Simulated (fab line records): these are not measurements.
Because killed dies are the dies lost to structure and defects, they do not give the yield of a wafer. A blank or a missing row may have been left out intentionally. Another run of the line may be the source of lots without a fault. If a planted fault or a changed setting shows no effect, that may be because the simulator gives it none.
Which tool was responsible? ; flow n5-finfet ; 8 lots, 23 wafers sampled, at 5 steps of a route of 1938

WHAT THE GAUGES SHOWED, per wafer
Not one reading of a measure or inspect step in the record can be checked against a usual standard deviation.

TOOL THAT RAN EACH LOT (tool first, then ch and the chambers of the sampled wafers, then the start)
lot;N5_BEOL_M3_ALD_84;N5_BEOL_M15_VIA_ETCH_16;N5_BEOL_M15_DEP_53;N5_PASSIVATION_PECVD_00;N5_PASSIVATION_PROBE_49
L536;ald-metal-01 ch 0,1,2, day 7 05:56;rie-diel-05 ch 0,1, day 11 02:11;pecvd-02 ch 1,2, day 11 09:00;pecvd-03 ch 0,1, day 11 10:05;prober-02, day 12 00:34
L537;ald-metal-03 ch 0,2,3, day 7 11:04;rie-diel-05 ch 0,2,3, day 11 16:16;pecvd-03 ch 0,1,2, day 11 20:29;pecvd-02 ch 0,1,2, day 11 21:34;prober-01, day 12 12:01
L538;ald-metal-03 ch 0,2, day 7 14:07;rie-diel-01 ch 0,1,3, day 11 16:33;pecvd-01 ch 0,2, day 11 23:50;pecvd-02 ch 0,2, day 12 00:55;prober-01, day 12 13:34
L539;ald-metal-03 ch 1,2,3, day 7 14:57;rie-diel-04 ch 2,3, day 11 21:38;pecvd-01 ch 0,1,2, day 12 02:22;pecvd-02 ch 0,2, day 12 03:26;prober-02, day 12 17:16
L548;ald-metal-01 ch 0,1,2, day 10 05:28;rie-diel-05 ch 2,3, day 14 15:01;pecvd-03 ch 0,1,2, day 14 19:20;pecvd-02 ch 0,1, day 14 20:25;prober-01, day 15 10:37
L550;ald-metal-03 ch 0,3, day 10 05:59;rie-diel-01 ch 0,1,2, day 14 21:36;pecvd-01 ch 0,1,2, day 15 02:49;pecvd-04 ch 0,2, day 15 03:55;prober-01, day 15 18:17
L552;ald-metal-03 ch 0,3, day 11 10:55;rie-diel-01 ch 0,2, day 15 07:44;pecvd-03 ch 2, day 15 13:11;pecvd-04 ch 0,1, day 15 14:16;prober-02, day 16 02:34
L554;ald-metal-04 ch 1,2,3, day 11 19:16;rie-diel-04 ch 2,3, day 15 19:02;pecvd-01 ch 0,1,2, day 16 00:22;pecvd-03 ch 0,1,2, day 16 01:27;prober-02, day 16 14:21
- N5_BEOL_M3_ALD_84: deposits TaN, pulse time 2 s, purge time 3 s, co reactant purge time 2 s.
- N5_BEOL_M15_VIA_ETCH_16: etches SiO2 in C4F8/O2/Ar, target depth 1792.2 nm.
- N5_BEOL_M15_DEP_53: deposits SiCN from 3MS/NH3, target thk 50 nm, time 17.8 s.
- N5_PASSIVATION_PECVD_00: deposits SiO2 from SiH4/N2O, target thk 200 nm, time 11.2 s.
- N5_PASSIVATION_PROBE_49

WHAT THE TOOLS THEMSELVES READ (means of the sampled wafers that have a number; where no wafer has one, the mark that the record gives instead)
N5_BEOL_M3_ALD_84.
lot;tool;heater-power-w (W)
L536;ald-metal-01;361
L537;ald-metal-03;452
L538;ald-metal-03;469
L539;ald-metal-03;485
L548;ald-metal-01;361
L550;ald-metal-03;417
L552;ald-metal-03;420
L554;ald-metal-04;419

N5_BEOL_M15_VIA_ETCH_16.
lot;tool;C4F8_flow_sccm (sccm);chamber-pressure-mTorr (mTorr);drypump-motor-current-A (A);oes-product-au (a.u.);rf-vpp-V (V);showerhead-plenum-p-Torr (Torr);throttle-valve-pct (%)
L536;rie-diel-05;15.98;20.005;5.2;0.67;2194;3.54;30.92
L537;rie-diel-05;15.96;20.005;5.5;0.73;2228;3.52;30.64
L538;rie-diel-01;16.06;20.010;5.8;0.79;2197;3.46;30.68
L539;rie-diel-04;15.97;20.014;6.0;0.79;2222;3.48;30.80
L548;rie-diel-05;15.98;20.004;5.8;0.75;2229;3.51;30.51
L550;rie-diel-01;16.02;19.996;5.7;0.76;2219;3.43;30.89
L552;rie-diel-01;16.02;19.997;5.7;0.77;2205;3.37;30.92
L554;rie-diel-04;15.99;20.001;6.0;0.75;2220;3.47;30.83

N5_BEOL_M15_DEP_53.
lot;tool;showerhead-plenum-p-Torr (Torr);throttle-valve-pct (%)
L536;pecvd-02;4.129;17.5
L537;pecvd-03;4.163;18.2
L538;pecvd-01;4.189;19.3
L539;pecvd-01;4.190;19.1
L548;pecvd-03;4.163;18.3
L550;pecvd-01;4.188;19.1
L552;pecvd-03;4.152;17.0
L554;pecvd-01;4.187;18.9

N5_PASSIVATION_PECVD_00.
lot;tool;heater-power-w (W);showerhead-plenum-p-Torr (Torr);throttle-valve-pct (%)
L536;pecvd-03;643;8.20;53.0
L537;pecvd-02;658;8.08;51.9
L538;pecvd-02;550;8.06;49.6
L539;pecvd-02;616;8.09;51.3
L548;pecvd-02;707;8.11;53.9
L550;pecvd-04;635;8.25;49.9
L552;pecvd-04;700;8.25;52.5
L554;pecvd-03;646;8.18;52.1

N5_PASSIVATION_PROBE_49.
lot;tool;defect-limited-yield (%);killed_at_M0_to_M3;killed_at_M4_up;killed-at-contacts;killed-at-front-end;killed-at-other;killed-dies;killed-open;killed-short;sort_bin_5_function (%);sort_bin_6_memory (%);sort-n-pass;sort-yield-pct (%)
L536;prober-02;90.8;39;7;12;46;5.0;109;67;40;5.3;3.5;1071;90.8
L537;prober-01;90.8;32;10;9;55;2.3;108;69;37;5.9;3.1;1072;90.8
L538;prober-01;91.7;34;13;9;41;1.7;98;67;27;4.7;3.1;1082;91.7
L539;prober-02;90.4;26;16;12;58;1.7;113;75;35;5.5;3.5;1067;90.4
L548;prober-01;88.1;64;16;14;42;3.3;140;68;37;7.1;3.9;1040;88.1
L550;prober-01;92.1;26;10;13;40;5.0;93;61;31;4.2;3.3;1087;92.1
L552;prober-02;92.5;33;19;7;28;2.5;89;58;28;4.6;2.6;1091;92.5
L554;prober-02;91.9;33;12;9;39;2.3;95;66;29;4.7;3.1;1085;91.9

THE ANSWER, worked out from the rows above alone
Rule: what is usual is taken from the lots themselves. The widest of any qualifying gaps counts: lots, ordered by their means at a reading, are off when they make up no more than a third of the lots, leave a main group of 4 or more, and stand apart from it by 3 or more times the standard deviation of that group's means. Not used: any main group whose means are identical at the precision the tables above print for the reading. Also off: a lot with no number at a reading for which 4 or more lots have one. Where the step has rows for the other lots, those lots are counted as sound. The gauges are gone through in route order, then the tools' own readings, and for those a lot's mean is taken as printed above. The first step at which some lot is off is used, and at that step the reading that is off furthest; a lot without a number counts as furthest.
Off: L548, at N5_PASSIVATION_PROBE_49 (killed_at_M0_to_M3). The main group has a mean of 32 with a standard deviation of 4.3.
A tool fits if, at that step or a process step before it, it ran every lot that is off, and no sound lot after the first of them. Can't be told from this: 3 tools fit, ald-metal-01 at N5_BEOL_M3_ALD_84, rie-diel-05 at N5_BEOL_M15_VIA_ETCH_16, pecvd-02 at N5_PASSIVATION_PECVD_00.

WHAT HAD BEEN PUT IN BY THE SIMULATOR
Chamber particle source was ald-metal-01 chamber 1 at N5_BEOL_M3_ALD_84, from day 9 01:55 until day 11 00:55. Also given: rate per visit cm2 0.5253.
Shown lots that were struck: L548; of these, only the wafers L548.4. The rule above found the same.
